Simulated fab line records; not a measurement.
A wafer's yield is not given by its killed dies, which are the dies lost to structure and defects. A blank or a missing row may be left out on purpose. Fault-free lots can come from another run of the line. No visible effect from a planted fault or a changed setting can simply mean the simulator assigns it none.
A lot that was struck, set against a sound lot | flow n5-finfet | 23 out of 1938 route steps
Sound: these wafers, L962.2, L962.4, L962.6. Wafers struck: L972.2, L972.3, L972.4. The cause is given at the end.
Each step with rows lists, per side, the tool, then ch with its chambers, then its first start. Under that, the readings that differ: sound wafers | struck wafers | difference of the means | sigmas: that difference in standard deviations of wafers without a fault.
alike: same words and numbers on both sides, and readings whose means sit less than 2 such deviations apart. not compared: any withheld reading, any reading some wafer has no value for, any bound like >300 that may hide the same value, and any number with overlapping values for which the record gives no deviation.
The two part at a step that has a row with sigmas, a row that says differs or no value, or rows on one side only. Numbers that don't overlap but have no deviation are shown without sigmas and don't part them. A reading missing from all wafers of one side parts the sides only when that side holds two or more wafers.

first, 1 step without rows for these wafers: N5_BEOL_M4_DEP_57 (deposits SiCN from 3MS/NH3, target thk 8 nm, time 14 s).
N5_BEOL_M4_RS_MEAS_58: measures by four-point-probe.
  struck on film-metro-01, day 11 06:55; sound on film-metro-01, day 8 11:36
  alike: M4_RS
N5_BEOL_M4_INSPECT_59: inspects for defects (darkfield).
  struck on defect-inspect-01, day 11 06:57; sound on defect-inspect-01, day 8 11:37
  alike: raw-defect-count
N5_BEOL_M4_RC_MEAS_101:
  sound on prober-02 ch 0, day 8 11:48; struck on prober-02 ch 0, day 11 07:08
  alike: DIBL_N, DIBL_P, IOFF_N, IOFF_P, ION_N, ION_P, SS_N, SS_P, VT_N, VT_P
N5_BEOL_M5_ILD_DEP_00: deposits SiCOH lowk from DEMS/porogen, target thk 140.64 nm, time 25.9 s.
  sound on pecvd-02 ch 0,2, day 8 12:37; struck on pecvd-03 ch 0,1,2, day 11 07:56
  alike: heater-power-w, showerhead-plenum-p-Torr, throttle-valve-pct
  not compared: since-wet-clean-h
N5_BEOL_M5_CURE_79: cures SiCOH lowk, time 240 s.
  sound on uv-cure-02 ch 2, day 8 12:46; struck on uv-cure-02 ch 2, day 11 08:17
  alike: lamp-power-pct, wafer_temp_C_max
N5_BEOL_M5_THK_MEAS_01:
  struck on film-metro-02, day 11 08:43; sound on film-metro-01, day 8 13:12
  alike: M5_ILD_THK
N5_BEOL_M5_PECVD_70: deposits SiO2 from TEOS/O2, target thk 16 nm, time 18 s.
  sound on pecvd-02 ch 0, day 8 13:14; struck on pecvd-02 ch 1,2, day 11 08:46
  reading                         | sound          | struck         | difference | sigmas
  showerhead-plenum-p-Torr (Torr) | 8.71 8.73 8.73 | 8.84 8.85 8.86 | +0.13      | +2
  alike: heater-power-w, throttle-valve-pct
  not compared: since-wet-clean-h
N5_BEOL_M5_HM_DEP_02: deposits TiN, target thk 20 nm.
  struck on pvd-sputter-02, day 11 09:24; sound on pvd-sputter-01, day 8 13:19
  alike: throttle-valve-pct
then, 3 steps without rows for these wafers: N5_BEOL_M5_COAT_59 (time 60 s, resist thk 60 nm); N5_BEOL_M5_COAT_60 (time 60 s, resist thk 12 nm); N5_BEOL_M5_COAT_71 (time 60 s, resist thk 5 nm).
N5_BEOL_M5_COAT_05: resist thk 30 nm.
  sound on litho-track-04 ch 0, day 8 13:27; struck on litho-track-05 ch 0, day 11 09:32
  reading                                      | sound                | struck               | difference | sigmas
  spin-speed-rpm (rpm)                         | 1500.8 1498.3 1500.1 | 1590.1 1590.1 1592.0 | +91.0      | +96
  model.CAR-EUV_of_BEOL_M5_COAT_05.thk-nm (nm) | 30 30.2 30           | 29.2 29 29.2         | -0.9       |
  alike: exhaust-pa
then, 5 steps without rows for these wafers: N5_BEOL_M5_EBR_07; N5_BEOL_M5_SOFTBAKE_06 (time 60 s); N5_BEOL_M5_EXPOSE_08 (exposes mask M5, target cd 28 nm); N5_BEOL_M5_PEB_09 (peb time 60 s); N5_BEOL_M5_DEVELOP_10 (develop time 30 s).
N5_BEOL_M5_CD_MEAS_11: the cd target is 27.74 nm.
  sound on cd-sem-03 ch 0, day 8 13:43; struck on cd-sem-03 ch 0, day 11 09:47
  alike: cd-nm
N5_BEOL_M5_OVL_MEAS_12:
  sound on overlay-01 ch 0, day 8 13:44; struck on overlay-01 ch 0, day 11 09:50
  alike: M5_OVL
N5_BEOL_M5_INSPECT_13: inspects for defects (brightfield).
  struck on defect-inspect-02, day 11 09:53; sound on defect-inspect-02, day 8 13:47
  alike: raw-defect-count
N5_BEOL_M5_DESCUM_16: chemistry O2, time 7 s.
  sound on rie-diel-04 ch 0,1,2, day 8 13:50; struck on rie-diel-03 ch 0,2,3, day 11 09:55
  reading                                      | sound        | struck         | difference | sigmas
  model.CAR-EUV_of_BEOL_M5_COAT_05.thk-nm (nm) | 26 26.2 26.2 | 25.2 25.2 25.2 | -0.9       |
  alike: bias-power-w, drypump-motor-current-A, oes-product-au, rf-vpp-V, showerhead-plenum-p-Torr, throttle-valve-pct
  not compared: rf-hours-counter-h
N5_BEOL_M5_ETCH_72: etches underlayer in N2/H2, target depth 6.5 nm, time 5.2 s.
  sound on rie-diel-04 ch 0,1,2, day 8 13:52; struck on rie-diel-03 ch 0,2,3, day 11 09:57
  alike: drypump-motor-current-A, etch-rf-on-time-s, oes-product-au, rf-vpp-V, showerhead-plenum-p-Torr, throttle-valve-pct
  not compared: rf-hours-counter-h

## WHERE THEY PART
First at N5_BEOL_M5_PECVD_70; last, within this record, at N5_BEOL_M5_COAT_05. Later steps at which nothing parts them and some readings are alike: N5_BEOL_M5_CD_MEAS_11, N5_BEOL_M5_OVL_MEAS_12, N5_BEOL_M5_INSPECT_13, N5_BEOL_M5_DESCUM_16, N5_BEOL_M5_ETCH_72.

WHY: what had been put in by the simulator
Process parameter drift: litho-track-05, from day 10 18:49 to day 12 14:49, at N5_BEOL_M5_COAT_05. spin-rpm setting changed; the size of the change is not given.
